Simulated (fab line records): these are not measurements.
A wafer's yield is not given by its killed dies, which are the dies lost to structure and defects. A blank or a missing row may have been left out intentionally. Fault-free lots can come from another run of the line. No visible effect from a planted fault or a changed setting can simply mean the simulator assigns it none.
Which tool did it?	flow n5Finfet	22 lots, 66 wafers sampled, at 3 steps of a route of 1938

== WHAT THE GAUGES SHOWED, per wafer ==
N5_HKMG_FIN_OVL_MEAS_50. Usual: for NDIPOLE_OVL the level is 0.2 nm and the standard deviation is 0.69.
lot	measured	on	NDIPOLE_OVL (nm)	flag
L074	day 4 00:29	overlay-02	-0.5 0.6 0.3	
L076	day 4 10:45	overlay-02	-0.6 -0.2 0.2	
L075	day 4 10:59	overlay-02	0.4 -1.0 0.0	
L077	day 4 18:28	overlay-01	-0.2 0.6 -0.2	
L078	day 4 22:43	overlay-01	0.1 0.0 0.7	
L079	day 5 08:55	overlay-01	0.6 0.0 0.2	
L081	day 5 20:36	overlay-01	-0.4 -0.2 0.5	
L080	day 5 22:32	overlay-01	1.2 1.1 0.4	
L083	day 6 07:04	overlay-02	-0.6 0.3 -0.5	
L084	day 6 16:23	overlay-02	-0.3 -0.8 -0.2	
L085	day 6 22:33	overlay-02	0.8 0.1 0.4	
L086	day 7 01:34	overlay-02	0.0 0.8 0.3	
L088	day 7 09:40	overlay-02	0.6 0.8 1.1	
L087	day 7 12:29	overlay-01	-0.5 -1.2 0.3	
L089	day 7 18:10	overlay-02	0.7 0.8 -0.7	
L090	day 7 23:16	overlay-01	0.4 0.6 0.0	
L091	day 8 07:19	overlay-02	1.3 0.4 0.9	
L092	day 8 09:29	overlay-01	0.0 0.1 0.9	
L093	day 8 18:09	overlay-01	0.7 -0.5 -0.1	
L094	day 9 02:17	overlay-02	-0.1 -0.5 0.1	
L095	day 9 07:03	overlay-02	-1.3 -0.9 0.0	
L097	day 9 19:49	overlay-02	1.6 0.8 1.5	

== WHICH TOOL RAN EACH LOT (tool, then ch and the chambers of the sampled wafers, then the start) ==
lot	N5_SDB_HM_OPEN_20	N5_DUMMY_REMOVAL_STRIP_10
L074	rieDiel-05 ch 0,2,3, day 3 19:04	rieDiel-01 ch 0,3, day 3 22:56
L076	rieDiel-05 ch 0,1,3, day 4 04:49	rieDiel-03 ch 1,3, day 4 09:23
L075	rieDiel-04 ch 0,2, day 4 05:00	rieDiel-03 ch 1,3, day 4 09:29
L077	rieDiel-04 ch 0,1,3, day 4 13:01	rieDiel-06 ch 0,3, day 4 16:47
L078	rieDiel-04 ch 0,2,3, day 4 17:39	rieDiel-01 ch 0,1, day 4 21:21
L079	rieDiel-02 ch 0,2, day 5 03:03	rieDiel-03 ch 1,2, day 5 07:08
L081	rieDiel-04 ch 1,3, day 5 15:25	rieDiel-01 ch 1,2, day 5 19:14
L080	rieDiel-04 ch 0,1,2, day 5 17:04	rieDiel-03 ch 0,2,3, day 5 20:59
L083	rieDiel-05 ch 2,3, day 6 01:52	rieDiel-06 ch 0,1,3, day 6 05:34
L084	rieDiel-04 ch 0,3, day 6 10:08	rieDiel-06 ch 0,1, day 6 14:52
L085	rieDiel-02 ch 0,1,2, day 6 17:20	rieDiel-03 ch 0,1,3, day 6 21:03
L086	rieDiel-05 ch 1,2,3, day 6 20:17	rieDiel-01 ch 0,1,3, day 6 23:58
L088	rieDiel-04 ch 0,3, day 7 04:28	rieDiel-06 ch 0,2,3, day 7 08:10
L087	rieDiel-02 ch 0,2,3, day 7 07:00	rieDiel-06 ch 0,1,3, day 7 10:57
L089	rieDiel-05 ch 2,3, day 7 12:50	rieDiel-03 ch 0,1, day 7 16:37
L090	rieDiel-04 ch 0,2,3, day 7 17:24	rieDiel-06 ch 0,1,2, day 7 21:30
L091	rieDiel-04 ch 1,2, day 8 00:56	rieDiel-01 ch 0,2,3, day 8 05:28
L092	rieDiel-05 ch 2,3, day 8 03:31	rieDiel-01 ch 0,1,2, day 8 07:23
L093	rieDiel-04 ch 0,2,3, day 8 12:27	rieDiel-03 ch 1,2,3, day 8 16:12
L094	rieDiel-04 ch 0,1,3, day 8 19:35	rieDiel-03 ch 0,1,3, day 9 00:42
L095	rieDiel-04 ch 0,1,2, day 9 01:39	rieDiel-06 ch 0,2,3, day 9 05:20
L097	rieDiel-05 ch 0,1,3, day 9 13:52	rieDiel-03 ch 0,1,2, day 9 18:08
- N5_SDB_HM_OPEN_20: chemistry CH3F/O2, target SiNx, stops on poly-Si, target depth 24 nm.
- N5_DUMMY_REMOVAL_STRIP_10: strips in N2/H2, time 40 s.

== AS READ BY THE TOOLS THEMSELVES (means over the sampled wafers that have a number; for cases with no such wafer, the mark the record gives instead) ==
N5_SDB_HM_OPEN_20. Usual: CH3F_flow_sccm 30.01 sccm, standard deviation 0.089; biasW 73.00 W, standard deviation 0.23; chamberPressureMTorr 30.006 mTorr, standard deviation 0.026; drypumpMotorCurrentA 5.6 A, standard deviation 0.36; oesProductAu 0.66 a.u., standard deviation 0.077; rfVppV 297 V, standard deviation 5.1; showerheadPlenumPTorr 2.04 Torr, standard deviation 0.067; throttleValvePct 16.19 %, standard deviation 0.22.
lot	tool	CH3F_flow_sccm (sccm)	biasW (W)	chamberPressureMTorr (mTorr)	drypumpMotorCurrentA (A)	oesProductAu (a.u.)	rfVppV (V)	showerheadPlenumPTorr (Torr)	throttleValvePct (%)	flag
L074	rieDiel-05	30.00	73.01	30.007	5.7	0.67	300	2.06	16.04	
L076	rieDiel-05	30.05	72.79	30.019	5.6	0.64	301	2.03	16.25	
L075	rieDiel-04	30.06	72.93	30.005	5.8	0.63	292	2.07	16.37	
L077	rieDiel-04	30.08	72.84	29.998	5.4	0.68	296	2.03	16.11	
L078	rieDiel-04	29.97	73.13	30.005	5.5	0.68	295	2.08	16.21	
L079	rieDiel-02	29.96	72.89	30.010	6.2	0.66	299	1.96	16.11	
L081	rieDiel-04	30.08	73.05	29.992	5.1	0.72	297	2.08	16.09	
L080	rieDiel-04	30.02	73.01	30.000	5.7	0.60	292	2.02	16.29	
L083	rieDiel-05	30.02	72.96	29.999	5.8	0.58	297	2.04	16.06	
L084	rieDiel-04	30.07	72.82	30.039	5.3	0.72	298	2.09	16.09	
L085	rieDiel-02	30.01	72.93	29.979	5.8	0.61	300	2.00	16.34	
L086	rieDiel-05	29.99	72.85	30.000	5.6	0.57	298	2.01	16.26	
L088	rieDiel-04	30.04	72.76	30.023	5.6	0.67	298	2.04	16.14	
L087	rieDiel-02	30.00	72.94	30.009	5.8	0.67	294	1.97	16.21	
L089	rieDiel-05	30.07	72.96	29.996	5.8	0.58	298	2.04	16.08	
L090	rieDiel-04	30.03	72.93	30.020	5.5	0.66	296	2.07	16.27	
L091	rieDiel-04	30.01	73.17	30.012	5.5	0.73	292	2.00	16.03	
L092	rieDiel-05	30.04	72.94	29.999	5.8	0.58	297	2.04	16.09	
L093	rieDiel-04	30.05	73.10	29.989	5.5	0.64	296	2.07	16.28	
L094	rieDiel-04	29.95	73.01	30.010	5.4	0.71	297	2.02	16.03	
L095	rieDiel-04	29.95	73.17	29.999	5.7	0.65	293	2.01	16.18	
L097	rieDiel-05	29.95	73.09	30.021	5.6	0.69	301	2.01	16.16	

N5_DUMMY_REMOVAL_STRIP_10. Usual: chamberPressureMTorr 100.01 mTorr, standard deviation 0.082; drypumpMotorCurrentA 5.8 A, standard deviation 0.46; oesProductAu 0.79 a.u., standard deviation 0.093; rfVppV 45.2 V, standard deviation 0.81; showerheadPlenumPTorr 3.32 Torr, standard deviation 0.063; throttleValvePct 12.3 %, standard deviation 0.3.
lot	tool	chamberPressureMTorr (mTorr)	drypumpMotorCurrentA (A)	oesProductAu (a.u.)	rfVppV (V)	showerheadPlenumPTorr (Torr)	throttleValvePct (%)	flag
L074	rieDiel-01	100.05	6.5	0.75	45.2	3.37	12.3	
L076	rieDiel-03	100.04	5.2	0.73	45.3	3.27	12.5	
L075	rieDiel-03	99.98	5.5	0.72	45.5	3.31	12.6	
L077	rieDiel-06	100.01	5.4	0.83	45.2	3.26	12.2	
L078	rieDiel-01	99.99	6.0	0.84	44.8	3.29	12.0	
L079	rieDiel-03	100.12	5.6	0.71	45.4	3.36	12.7	
L081	rieDiel-01	100.04	5.9	0.82	45.3	3.30	12.1	
L080	rieDiel-03	100.00	5.5	0.81	44.6	3.35	12.4	
L083	rieDiel-06	99.94	5.5	0.80	45.4	3.26	12.2	
L084	rieDiel-06	99.99	5.9	0.84	45.3	3.28	12.0	
L085	rieDiel-03	99.98	5.5	0.78	45.4	3.34	12.4	
L086	rieDiel-01	100.05	6.2	0.87	44.9	3.33	12.0	
L088	rieDiel-06	100.06	5.7	0.80	44.8	3.29	12.2	
L087	rieDiel-06	99.97	5.5	0.79	45.2	3.25	12.2	
L089	rieDiel-03	100.03	5.8	0.77	45.2	3.38	12.6	
L090	rieDiel-06	99.97	5.8	0.78	45.6	3.29	12.2	
L091	rieDiel-01	99.98	6.3	0.87	44.6	3.34	12.1	
L092	rieDiel-01	100.03	6.0	0.90	45.6	3.30	12.0	
L093	rieDiel-03	100.00	5.4	0.70	46.1	3.30	12.6	
L094	rieDiel-03	99.97	5.6	0.76	45.4	3.33	12.5	
L095	rieDiel-06	100.11	5.7	0.78	45.2	3.29	12.2	
L097	rieDiel-03	100.07	5.8	0.76	45.2	3.37	12.5	

== THE ANSWER, worked out from the rows above alone ==
Rule: take the mean of a lot's wafers that have a number; if it is more than 3 standard deviations from the usual mean, the lot is off. Also off: a lot with no number at a reading for which 4 or more lots have one. The other lots that the step has rows for count as sound. Order of review: gauges by route order, followed by the tools' own readings, for which a lot's mean as printed above is used. The first step at which some lot is off is used, and at that step the reading that is off furthest; a lot without a number counts as furthest.
None of the lots is off at any reading shown; this tells nothing.

== WHAT HAD BEEN PUT IN BY THE SIMULATOR ==
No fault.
